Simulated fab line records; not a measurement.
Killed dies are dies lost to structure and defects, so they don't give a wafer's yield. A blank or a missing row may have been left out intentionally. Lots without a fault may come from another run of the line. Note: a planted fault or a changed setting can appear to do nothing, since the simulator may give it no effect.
Chamber matching / flow nand harc / 3 sister chambers for NHARC_A_STAIRCASE_DEP_471 on pecvd-01
The step deposits SiO2, target thk 100 nm. 6 wafers are shown with their chamber, then 9 later ones without.

## WAFERS PAIRED WITH THEIR CHAMBERS
wafer=L086.2; chamber=2; throttle valve pct (%)=15.5; heater power w (W)=712
wafer=L085.3; chamber=0; throttle valve pct (%)=15.8; heater power w (W)=505
wafer=L085.6; chamber=2; throttle valve pct (%)=15.5; heater power w (W)=623
wafer=L091.1; chamber=1; throttle valve pct (%)=16.4; heater power w (W)=739
wafer=L091.4; chamber=0; throttle valve pct (%)=15.6; heater power w (W)=505
wafer=L091.5; chamber=1; throttle valve pct (%)=16.2; heater power w (W)=757

## WAFERS MISSING THEIR CHAMBER
wafer=L092.1; throttle valve pct (%)=15.3; heater power w (W)=688
wafer=L092.3; throttle valve pct (%)=15.7; heater power w (W)=478
wafer=L092.5; throttle valve pct (%)=15.5; heater power w (W)=486
wafer=L093.1; throttle valve pct (%)=16.3; heater power w (W)=633
wafer=L093.3; throttle valve pct (%)=15.8; heater power w (W)=700
wafer=L093.4; throttle valve pct (%)=15.8; heater power w (W)=538
wafer=L097.2; throttle valve pct (%)=15.4; heater power w (W)=658
wafer=L097.4; throttle valve pct (%)=16.0; heater power w (W)=683
wafer=L097.6; throttle valve pct (%)=15.6; heater power w (W)=431

## CHAMBER TAKEN BY EACH
wafer=L092.1; from the rows above=2; in truth=2
wafer=L092.3; from the rows above=0; in truth=0
wafer=L092.5; from the rows above=0; in truth=0
wafer=L093.1; from the rows above=1; in truth=1
wafer=L093.3; from the rows above=can't be placed: 2 or 1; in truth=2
wafer=L093.4; from the rows above=0; in truth=0
wafer=L097.2; from the rows above=2; in truth=2
wafer=L097.4; from the rows above=can't be placed: 1 or 2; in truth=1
wafer=L097.6; from the rows above=0; in truth=0
7 of 9 placed correctly. Not placeable from these rows: 2 (in 2, the candidates include the true chamber). 0 placed wrongly.
How it was worked out, from the rows above alone: a wafer's distance from a chamber is the root of the sum, over the readings, of the square of ((its reading less the chamber's mean) divided by the reading's scatter). If the next closest chamber is less than 2 further off than the closest, the wafer can't be placed; otherwise it belongs to the closest. For every chamber, the mean is computed from those of its wafers that are shown. The scatter: the root of (the sum of the squares of (reading less its chamber's mean) over the shown wafers, divided by (wafers less chambers)).
